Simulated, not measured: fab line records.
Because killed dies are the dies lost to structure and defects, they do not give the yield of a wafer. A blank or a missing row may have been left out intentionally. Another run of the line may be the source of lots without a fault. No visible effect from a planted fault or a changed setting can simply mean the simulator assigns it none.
fab line records	flow nandHarc	part 1 of 2: steps 1 to 27 of 36
record lots=5	wafers=15	lastDay=31
route steps=1302 shown P_GATE@211 P_CONTACT@217
lots with no fault: from the same line, run without faults
startH: hours from the record's first day to the start of the lot's first wafer shown	waitH: hours elapsed since this lot's preceding step	" as in the row above	L1.1+2: several wafers, shown together as one row	- no value, or no start was given	* or withheld: withheld	< > ~ a bound
route shown NAME@n: a module of which the file shows steps, and the number in the route of the first	usual: mean and standard deviation over wafers with no fault	same: alike in all rows	chamber/n: place in a boat	sites: per-site readings	_std_site: how widely they spread, as a standard deviation	_edge_site: mean of outer sites minus mean of inner sites	radiusMm: how far each site lies from the wafer's centre	mask NAME#n: copy n	behind: the last tool/chamber to shape the wafer	hold: reason for holding the lot/hours on hold/outcome of the hold	device: names the non-switching transistor (n, p or np)	end of line: tests of these same wafers at the route's end	a step with no rows: only its recipe	killed: not the wafer's yield, but the dies lost to structure and defects at the first sort	map: per-die view of a wafer (x killed, . not killed, _ where there is no die)
set.NAME: the setting that was run; set.NAME@STEP: the one run at that earlier step	model.NAME: the simulator's own value behind a step, which no gauge read
certain route steps with their lots: each step a table, each wafer a row
services: a tool's chamber out of use, with start hour (startH, from the record's first day; less than 0 if before it), hours out, and reason
## steps
# step NHARC_P_GATE_SPUTTER_78
# recipe targetThkA=100	material=Ni
lot.wafer	tool	chamber	startH	waitH
L074.3+4+6	pvdSputter-03	-	-	-
L076.2+1+6	pvdSputter-01	-	-	-
L084.3+1+5	pvdSputter-03	-	-	-
L086.1+2+5	pvdSputter-02	-	-	-
L093.1+2+6	pvdSputter-01	-	-	-
# step NHARC_P_GATE_SPUTTER_79
# recipe targetThkA=100	material=TiN
lot.wafer	tool	chamber	startH	waitH
L074.3+4+6	pvdSputter-03	-	-	-
L076.1+2+6	pvdSputter-01	-	-	-
L084.1+3+5	pvdSputter-03	-	-	-
L086.2+1+5	pvdSputter-02	-	-	-
L093.2+1+6	pvdSputter-01	-	-	-
# step NHARC_P_GATE_RTA_80
# recipe tempC=300	timeS=30
# usual lampPowerPct=2.26/0.2	lamp_zone_2_pct=2.26/0.2	lamp_zone_5_pct=2.26/0.2	lamp_zone_6_pct=2.24/0.2	wafer_temp_C_max=301.6/0.41
lot.wafer	tool	chamber	startH	waitH	lampPowerPct	lamp_zone_2_pct	lamp_zone_5_pct	lamp_zone_6_pct	wafer_temp_C_max
L074.3	rtpAnneal-02	0	117.82	-	2.40	2.40	2.41	2.38	301.5
L074.4	"	0	"	"	2.41	2.41	2.41	2.38	301.7
L074.6	"	0	"	"	2.41	2.41	2.40	2.38	301.3
L076.1	rtpAnneal-02	0	130.15	-	2.40	2.41	2.41	2.38	301.2
L076.2	"	0	"	"	2.41	2.41	2.40	2.38	301.7
L076.6	"	0	"	"	2.40	2.41	2.40	2.38	301.8
L084.1	rtpAnneal-01	0	219.62	-	1.97	1.97	1.97	1.95	300.9
L084.3	"	0	"	"	1.97	1.97	1.97	1.95	301.0
L084.5	"	0	"	"	1.97	1.97	1.97	1.95	301.5
L086.1	rtpAnneal-02	0	233.11	-	2.41	2.41	2.41	2.38	301.7
L086.2	"	0	"	"	2.41	2.40	2.41	2.38	301.3
L086.5	"	0	"	"	2.41	2.41	2.41	2.38	301.5
L093.1	rtpAnneal-02	0	303.64	-	2.40	2.41	2.41	2.38	301.6
L093.2	"	0	"	"	2.41	2.41	2.41	2.38	301.3
L093.6	"	0	"	"	2.40	2.40	2.41	2.38	302.4
# step NHARC_P_GATE_STRIP_67
# recipe timeS=600	tempC=130	chemistry=SPM
lot.wafer	tool	chamber	startH	waitH
L074.6+3+4	wetBench-09	0,2,3	117.98	0.0
L076.6+1+2	wetBench-03	0,2,3	130.36	0.0
L084.1+5+3	wetBench-09	1,2,5	219.82	0.2
L086.1+5+2	wetBench-02	2,3,4	233.31	0.2
L093.1+2+6	wetBench-09	4,7,0	303.85	0.2
# step NHARC_P_GATE_RTA_82
# recipe tempC=450	timeS=30
# usual lampPowerPct=4.2/0.4	lamp_zone_2_pct=4.2/0.4	lamp_zone_5_pct=4.2/0.4	lamp_zone_6_pct=4.1/0.4	wafer_temp_C_max=452.0/0.6
lot.wafer	tool	chamber	startH	waitH	lampPowerPct	lamp_zone_2_pct	lamp_zone_5_pct	lamp_zone_6_pct	wafer_temp_C_max
L074.3	rtpAnneal-02	0	118.28	-	4.7	4.7	4.7	4.7	452.5
L074.4	"	0	"	"	4.7	4.7	4.7	4.7	453.1
L074.6	"	0	"	"	4.7	4.7	4.7	4.7	452.0
L076.1	rtpAnneal-01	0	130.61	-	3.9	3.9	3.9	3.8	451.8
L076.2	"	0	"	"	3.9	3.9	3.9	3.8	451.8
L076.6	"	0	"	"	3.9	3.9	3.9	3.8	452.2
L084.1	rtpAnneal-01	0	220.08	-	3.9	3.9	3.9	3.8	450.9
L084.3	"	0	"	"	3.9	3.9	3.9	3.8	451.8
L084.5	"	0	"	"	3.9	3.9	3.9	3.8	451.0
L086.1	rtpAnneal-01	0	233.56	-	3.9	3.9	3.9	3.8	452.1
L086.2	"	0	"	"	3.9	3.9	3.9	3.8	452.0
L086.5	"	0	"	"	3.9	3.9	3.9	3.8	451.5
L093.1	rtpAnneal-01	0	304.10	-	3.9	3.9	3.9	3.8	451.6
L093.2	"	0	"	"	3.9	3.9	3.9	3.8	451.8
L093.6	"	0	"	"	3.9	3.9	3.9	3.8	451.9
# step NHARC_P_GATE_INSPECT_68
# usual rawDefectCount=214/84
lot.wafer	tool	chamber	startH	waitH	rawDefectCount
L074.3	defectInspect-01	-	118.42	0.1	258
L074.4	"	-	"	"	150
L074.6	"	-	"	"	118
L076.1	defectInspect-02	-	130.80	0.2	216
L076.2	"	-	"	"	190
L076.6	"	-	"	"	254
L084.1	defectInspect-01	-	220.28	0.2	121
L084.3	"	-	"	"	169
L084.5	"	-	"	"	157
L086.1	defectInspect-01	-	233.76	0.2	187
L086.2	"	-	"	"	305
L086.5	"	-	"	"	138
L093.1	defectInspect-01	-	304.30	0.2	259
L093.2	"	-	"	"	297
L093.6	"	-	"	"	250
# step NHARC_P_CONTACT_DEP_30
# recipe targetThkA=300	tempC=400	targetThkNm=30	flowSccm=200	rfW=450	material=SiNx
# usual heaterPowerW=668/63
lot.wafer	tool	chamber	startH	waitH	heaterPowerW
L074.3	pecvd-01	2	118.49	0.1	647
L074.4	"	2	"	"	636
L074.6	"	1	"	"	735
L076.1	pecvd-02	1	130.87	0.1	721
L076.2	"	2	"	"	676
L076.6	"	0	"	"	595
L084.1	pecvd-01	2	220.39	0.1	621
L084.3	"	0	"	"	696
L084.5	"	0	"	"	701
L086.2	pecvd-01	2	233.94	0.2	551
L086.1	"	0	"	"	742
L086.5	"	1	"	"	635
L093.2	pecvd-04	0	304.37	0.1	679
L093.1	"	2	"	"	713
L093.6	"	0	"	"	694
# step NHARC_P_CONTACT_DEP_00
# recipe targetThkA=5000	tempC=400	pressureTorr=6.5	rfW=900	teosFlowSccm=161.4	flowSccm=2650	targetThkNm=500	gas=O2	material=SiO2
# usual flowSccm=2653/8.3	heaterPowerW=505/67	throttleValvePct=16.2/0.59
lot.wafer	tool	chamber	startH	waitH	flowSccm	heaterPowerW	throttleValvePct
L074.3	pecvd-01	2	-	-	2651	480	16.4
L074.4	"	2	"	"	2652	481	16.0
L074.6	"	1	"	"	2670	450	16.9
L076.1	pecvd-02	1	-	-	2656	514	15.9
L076.2	"	2	"	"	2647	525	15.2
L076.6	"	0	"	"	2657	460	16.3
L084.1	pecvd-01	2	-	-	2657	363	16.7
L084.3	"	0	"	"	2653	578	16.5
L084.5	"	0	"	"	2646	430	16.5
L086.2	pecvd-01	2	-	-	2652	448	16.4
L086.1	"	0	"	"	2639	509	16.6
L086.5	"	1	"	"	2657	571	16.4
L093.2	pecvd-04	0	-	-	2650	500	16.2
L093.1	"	2	"	"	2661	526	14.5
L093.6	"	0	"	"	2657	528	16.5
# step NHARC_P_CONTACT_CMP_01
# recipe targetThkNm=200	material=SiO2
# usual motorCurrentA=11.6/1.5
lot.wafer	tool	chamber	startH	waitH	motorCurrentA
L074.4	cmp-02	1	119.20	-	10.3
L074.3	"	0	"	"	10.6
L074.6	"	1	"	"	10.6
L076.1	cmp-03	3	131.58	-	10.9
L076.2	"	1	"	"	10.1
L076.6	"	0	"	"	13.8
L084.3	cmp-03	0	221.06	-	13.5
L084.1	"	2	"	"	11.8
L084.5	"	1	"	"	10.1
L086.2	cmp-04	3	234.66	-	13.4
L086.1	"	2	"	"	10.0
L086.5	"	3	"	"	13.8
L093.2	cmp-02	2	305.08	-	13.2
L093.1	"	1	"	"	10.2
L093.6	"	2	"	"	13.8
# step NHARC_P_CONTACT_SRD_03
lot.wafer	tool	chamber	startH	waitH
L074.3+4+6	wetBench-05	2,3,5	119.50	0.0
L076.2+6+1	wetBench-01	2,3,5	131.88	0.0
L084.1+5+3	wetBench-01	4,5,6	221.36	0.0
L086.1+2+5	wetBench-07	0,1,2	234.95	0.0
L093.6+1+2	wetBench-01	1,2,5	305.38	0.0
# step NHARC_P_CONTACT_DEHYDRATE_04
# recipe tempC=150	timeS=120
lot.wafer	tool	chamber	startH	waitH
L074.3+4+6	lithoTrack-06	0	119.58	0.1
L076.1+2+6	lithoTrack-04	0	131.95	0.1
L084.1+3+5	lithoTrack-04	0	221.44	0.1
L086.1+2+5	lithoTrack-06	0	235.06	0.1
L093.1+2+6	lithoTrack-01	0	305.46	0.1
# step NHARC_P_CONTACT_HMDS_05
# recipe timeS=30
lot.wafer	tool	chamber	startH	waitH
L074.3+4+6	lithoTrack-06	0	-	-
L076.1+2+6	lithoTrack-04	0	-	-
L084.1+3+5	lithoTrack-04	0	-	-
L086.1+2+5	lithoTrack-06	0	-	-
L093.1+2+6	lithoTrack-01	0	-	-
# step NHARC_P_CONTACT_COAT_33
# recipe tempC=260	timeS=75
lot.wafer	tool	chamber	startH	waitH
L074.3+4+6	lithoTrack-06	0	-	-
L076.1+2+6	lithoTrack-04	0	-	-
L084.1+3+5	lithoTrack-04	0	-	-
L086.1+2+5	lithoTrack-06	0	-	-
L093.1+2+6	lithoTrack-01	0	-	-
# step NHARC_P_CONTACT_COAT_34
# recipe tempC=225	timeS=65
lot.wafer	tool	chamber	startH	waitH
L074.3+4+6	lithoTrack-06	0	-	-
L076.1+2+6	lithoTrack-04	0	-	-
L084.1+3+5	lithoTrack-04	0	-	-
L086.1+2+5	lithoTrack-06	0	-	-
L093.1+2+6	lithoTrack-01	0	-	-
# step NHARC_P_CONTACT_COAT_06
# recipe spinRpm=1500	resistThkNm=90
lot.wafer	tool	chamber	startH	waitH
L074.3+4+6	lithoTrack-06	0	-	-
L076.1+2+6	lithoTrack-04	0	-	-
L084.1+3+5	lithoTrack-04	0	-	-
L086.1+2+5	lithoTrack-06	0	-	-
L093.1+2+6	lithoTrack-01	0	-	-
# step NHARC_P_CONTACT_SOFTBAKE_07
# recipe tempC=105	timeS=55
lot.wafer	tool	chamber	startH	waitH
L074.3+4+6	lithoTrack-06	0	-	-
L076.1+2+6	lithoTrack-04	0	-	-
L084.1+3+5	lithoTrack-04	0	-	-
L086.1+2+5	lithoTrack-06	0	-	-
L093.1+2+6	lithoTrack-01	0	-	-
# step NHARC_P_CONTACT_EBR_08
lot.wafer	tool	chamber	startH	waitH
L074.3+4+6	lithoTrack-06	0	-	-
L076.1+2+6	lithoTrack-04	0	-	-
L084.1+3+5	lithoTrack-04	0	-	-
L086.1+2+5	lithoTrack-06	0	-	-
L093.1+2+6	lithoTrack-01	0	-	-
# step NHARC_P_CONTACT_EXPOSE_09
# recipe na=1.35	targetCdNm=90	doseMj=81.26	maskId=P_CA
# usual stageVelMmS=500.03/0.26
lot.wafer	tool	chamber	startH	waitH	mask	stageVelMmS
L074.3	arfiScanner-01	0	119.89	-	P_CA#0	500.06
L074.4	"	0	"	"	P_CA#0	500.30
L074.6	"	0	"	"	P_CA#0	500.11
L076.1	arfiScanner-03	0	132.26	-	P_CA#0	499.63
L076.2	"	0	"	"	P_CA#0	499.94
L076.6	"	0	"	"	P_CA#0	499.72
L084.1	arfiScanner-01	0	221.63	-	P_CA#0	500.02
L084.3	"	0	"	"	P_CA#0	500.18
L084.5	"	0	"	"	P_CA#0	500.39
L086.1	arfiScanner-03	0	235.37	-	P_CA#0	500.10
L086.2	"	0	"	"	P_CA#0	499.76
L086.5	"	0	"	"	P_CA#0	499.95
L093.1	arfiScanner-01	0	305.65	-	P_CA#0	500.01
L093.2	"	0	"	"	P_CA#0	499.89
L093.6	"	0	"	"	P_CA#0	500.13
# step NHARC_P_CONTACT_PEB_10
# recipe pebTempC=100	pebTimeS=65
lot.wafer	tool	chamber	startH	waitH
L074.3+4+6	lithoTrack-01	0	119.95	0.0
L076.1+2+6	lithoTrack-06	0	132.32	0.1
L084.1+3+5	lithoTrack-01	0	221.69	0.1
L086.1+2+5	lithoTrack-04	0	235.43	0.1
L093.1+2+6	lithoTrack-04	0	305.71	0.1
# step NHARC_P_CONTACT_DEVELOP_11
# recipe developTimeS=35	devTempC=23
lot.wafer	tool	chamber	startH	waitH
L074.3+4+6	lithoTrack-01	0	-	-
L076.1+2+6	lithoTrack-06	0	-	-
L084.1+3+5	lithoTrack-01	0	-	-
L086.1+2+5	lithoTrack-04	0	-	-
L093.1+2+6	lithoTrack-04	0	-	-
# step NHARC_P_CONTACT_CD_MEAS_12
# recipe targetCdNm=90	landingEnergyEv=500
# usual cdNm=90.2/0.64
lot.wafer	tool	chamber	startH	waitH	cdNm
L074.3	cdSem-03	0	120.03	-	90.8
L074.4	"	0	"	"	89.6
L074.6	"	0	"	"	90.2
L076.1	cdSem-03	0	132.40	-	90.2
L076.2	"	0	"	"	90.7
L076.6	"	0	"	"	89.7
L084.1	cdSem-01	0	221.77	-	90.0
L084.3	"	0	"	"	90.5
L084.5	"	0	"	"	90.1
L086.1	cdSem-03	0	235.51	-	91.2
L086.2	"	0	"	"	89.4
L086.5	"	0	"	"	89.3
L093.1	cdSem-03	0	305.79	-	90.5
L093.2	"	0	"	"	89.7
L093.6	"	0	"	"	90.1
# step NHARC_P_CONTACT_OVL_MEAS_13
# usual overlayXNm=0.2/0.81	overlayYNm=0.0/0.74
lot.wafer	tool	chamber	startH	waitH	overlayXNm	overlayYNm
L074.3	overlay-01	-	120.11	-	1.8	-1.5
L074.4	"	-	"	"	1.3	-1.4
L074.6	"	-	"	"	0.9	-1.3
L076.1	overlay-01	-	132.49	-	-1.0	0.6
L076.2	"	-	"	"	-0.2	0.4
L076.6	"	-	"	"	-0.2	1.2
L084.1	overlay-02	-	221.85	-	0.1	-0.2
L084.3	"	-	"	"	0.2	0.0
L084.5	"	-	"	"	0.2	0.1
L086.1	overlay-02	-	235.60	-	0.3	-0.2
L086.2	"	-	"	"	0.8	-0.3
L086.5	"	-	"	"	0.8	0.1
L093.1	overlay-01	-	305.87	-	0.8	0.1
L093.2	"	-	"	"	0.6	0.6
L093.6	"	-	"	"	0.5	0.0
# step NHARC_P_CONTACT_INSPECT_14
# usual rawDefectCount=4.2/2.3
lot.wafer	tool	chamber	startH	waitH	rawDefectCount
L074.3	defectInspect-01	-	120.15	0.0	6
L074.4	"	-	"	"	4
L074.6	"	-	"	"	4
L076.1	defectInspect-02	-	132.53	0.0	2
L076.2	"	-	"	"	2
L076.6	"	-	"	"	5
L084.1	defectInspect-01	-	221.89	0.0	7
L084.3	"	-	"	"	3
L084.5	"	-	"	"	5
L086.1	defectInspect-02	-	235.64	0.0	7
L086.2	"	-	"	"	6
L086.5	"	-	"	"	8
L093.1	defectInspect-02	-	305.91	0.0	6
L093.2	"	-	"	"	8
L093.6	"	-	"	"	3
# step NHARC_P_CONTACT_DESCUM_17
# recipe timeS=3	o2FlowSccm=200	arFlowSccm=0	biasPowerW=0	chemistry=O2
# usual drypumpMotorCurrentA=5.6/0.44	mfcArSccm=0.007/0.0092	oesProductAu=1.003/0.013	rfVppV=57.9/0.7	showerheadPlenumPTorr=1.93/0.062	throttleValvePct=11.312/0.01
lot.wafer	tool	chamber	startH	waitH	drypumpMotorCurrentA	mfcArSccm	oesProductAu	rfHoursCounterH	rfVppV	showerheadPlenumPTorr	throttleValvePct
L074.4	rieDiel-12	3	120.21	0.1	6.3	0.004	0.977	0.9	57.3	1.83	11.289
L074.3	"	2	"	"	6.2	0.010	0.997	1.0	57.6	1.89	11.309
L074.6	"	0	"	"	5.7	0	1.011	-	58.9	1.99	11.307
L076.2	rieDiel-02	3	132.59	0.1	6.2	0.011	0.998	1.7	57.8	1.96	11.307
L076.1	"	0	"	"	5.0	0.011	1.005	1.9	58.4	1.85	11.321
L076.6	"	0	"	"	5.0	0.011	1.001	-	59.3	1.85	11.305
L084.3	rieDiel-12	1	221.97	0.1	4.9	0	1.017	6.3	57.8	1.94	11.304
L084.1	"	2	"	"	6.2	0.010	1.010	5.8	57.4	1.89	11.297
L084.5	"	3	"	"	6.2	0.004	0.988	-	57.3	1.83	11.319
L086.1	rieDiel-12	3	235.71	0.1	6.2	0.004	0.989	6.6	57.5	1.83	11.306
L086.2	"	0	"	"	5.7	0	1.001	6.7	57.2	1.98	11.322
L086.5	"	2	"	"	6.2	0.010	1.002	-	59.0	1.89	11.309
L093.2	rieDiel-12	2	305.99	0.1	6.2	0.010	0.994	2.1	57.3	1.89	11.303
L093.1	"	3	"	"	6.2	0.004	1.012	1.6	57.4	1.83	11.318
L093.6	"	0	"	"	5.7	0	1.036	-	58.3	1.98	11.318
# step NHARC_P_CONTACT_ETCH_35
# recipe targetDepthA=390	overEtchFrac=0.3	timeS=65	ionEnergyEv=80	cf4FlowSccm=150	arFlowSccm=0	rfW=300	biasW=100	chemistry=CF4
# usual drypumpMotorCurrentA=5.6/0.43	mfcArSccm=0.006/0.0091	oesProductAu=1.003/0.012	rfVppV=151.6/1.1	showerheadPlenumPTorr=1.78/0.055	throttleValvePct=13.283/0.0088
lot.wafer	tool	chamber	startH	waitH	drypumpMotorCurrentA	mfcArSccm	oesProductAu	rfHoursCounterH	rfVppV	showerheadPlenumPTorr	throttleValvePct
L074.4	rieDiel-12	1	120.29	0.1	4.9	0	1.016	0.9	152.3	1.79	13.278
L074.3	"	0	"	"	5.7	0	1.010	0.8	151.0	1.83	13.281
L074.6	"	2	"	"	6.2	0.010	0.987	-	149.8	1.75	13.290
L076.2	rieDiel-02	1	132.69	0.1	5.9	0	0.984	1.8	152.2	1.84	13.277
L076.1	"	2	"	"	5.3	0	0.992	1.8	152.8	1.88	13.284
L076.6	"	3	"	"	6.2	0.011	0.997	-	152.0	1.81	13.285
L084.1	rieDiel-12	0	222.04	0.1	5.6	0	1.013	6.3	154.1	1.83	13.282
L084.3	"	1	"	"	4.9	0	1.020	6.3	151.1	1.79	13.278
L084.5	"	1	"	"	4.9	0	1.023	-	150.4	1.79	13.271
L086.2	rieDiel-12	0	235.79	0.1	5.7	0	1.006	6.7	152.8	1.83	13.270
L086.1	"	2	"	"	6.2	0.010	1.003	6.3	151.3	1.75	13.270
L086.5	"	0	"	"	5.7	0	1.010	-	151.2	1.83	13.298
L093.1	rieDiel-12	0	306.06	0.1	5.7	0	1.017	1.8	152.3	1.83	13.291
L093.2	"	1	"	"	4.9	0	1.012	2.4	151.1	1.79	13.288
L093.6	"	0	"	"	5.7	0	1.013	-	151.9	1.83	13.274
# step NHARC_P_CONTACT_ETCH_36
# recipe targetDepthA=2600	overEtchFrac=0.25	timeS=406.25	ionEnergyEv=200	n2FlowSccm=150	h2FlowSccm=150	arFlowSccm=0	rfW=400	biasW=150	chemistry=N2/H2
# usual drypumpMotorCurrentA=5.6/0.45	mfcArSccm=0.007/0.0095	oesProductAu=1.002/0.012	rfVppV=431.1/2	showerheadPlenumPTorr=2.06/0.068	throttleValvePct=14.171/0.0095
lot.wafer	tool	chamber	startH	waitH	drypumpMotorCurrentA	mfcArSccm	oesProductAu	rfHoursCounterH	rfVppV	showerheadPlenumPTorr	throttleValvePct
L074.4	rieDiel-12	1	-	-	4.9	0	1.023	1.0	431.0	2.07	14.159
L074.3	"	3	"	"	6.2	0.004	0.980	0.9	428.2	1.95	14.170
L074.6	"	2	"	"	6.2	0.010	0.996	-	429.5	2.02	14.197
L076.1	rieDiel-02	2	-	-	5.3	0	1.000	1.8	435.6	2.19	14.180
L076.2	"	3	"	"	6.2	0.011	0.982	1.8	432.8	2.10	14.193
L076.6	"	2	"	"	5.3	0	0.995	-	435.1	2.19	14.167
L084.3	rieDiel-12	1	-	-	4.9	0	1.028	6.4	430.9	2.07	14.159
L084.1	"	0	"	"	5.7	0	1.011	6.4	431.9	2.12	14.151
L084.5	"	1	"	"	4.9	0	1.030	-	431.4	2.07	14.165
L086.1	rieDiel-12	2	-	-	6.2	0.010	1.007	6.4	427.6	2.02	14.189
L086.2	"	1	"	"	4.9	0	1.007	6.9	430.4	2.07	14.173
L086.5	"	3	"	"	6.3	0.004	0.994	-	428.4	1.95	14.181
L093.2	rieDiel-12	0	-	-	5.7	0	1.020	1.9	432.8	2.11	14.151
L093.1	"	3	"	"	6.3	0.004	1.012	1.7	428.7	1.95	14.191
L093.6	"	1	"	"	4.9	0	1.027	-	431.1	2.07	14.161
# step NHARC_P_CONTACT_ETCH_18
# recipe targetDepthA=4810	timeS=240.5	c4f8FlowSccm=20	o2FlowSccm=10	arFlowSccm=withheld	rfW=600	biasW=1500	chemistry=C4F8/O2/Ar
# usual oesProductAu=0.963/0.021	rfVppV=979/4.4
lot.wafer	tool	chamber	startH	waitH	oesProductAu	rfHoursCounterH	rfVppV
L074.4	rieDiel-12	1	-	-	1.002	1.2	980
L074.3	"	3	"	"	0.941	1.0	974
L074.6	"	0	"	"	0.975	-	983
L076.1	rieDiel-02	2	-	-	0.975	2.0	988
L076.2	"	3	"	"	0.953	1.9	981
L076.6	"	2	"	"	0.973	-	987
L084.3	rieDiel-12	0	-	-	0.972	6.5	984
L084.1	"	1	"	"	1.004	6.6	980
L084.5	"	0	"	"	0.977	-	983
L086.2	rieDiel-12	3	-	-	0.956	6.9	974
L086.1	"	0	"	"	0.968	6.9	983
L086.5	"	2	"	"	0.969	-	975
L093.1	rieDiel-12	2	-	-	0.925	2.3	977
L093.2	"	3	"	"	0.934	1.8	971
L093.6	"	2	"	"	0.925	-	976
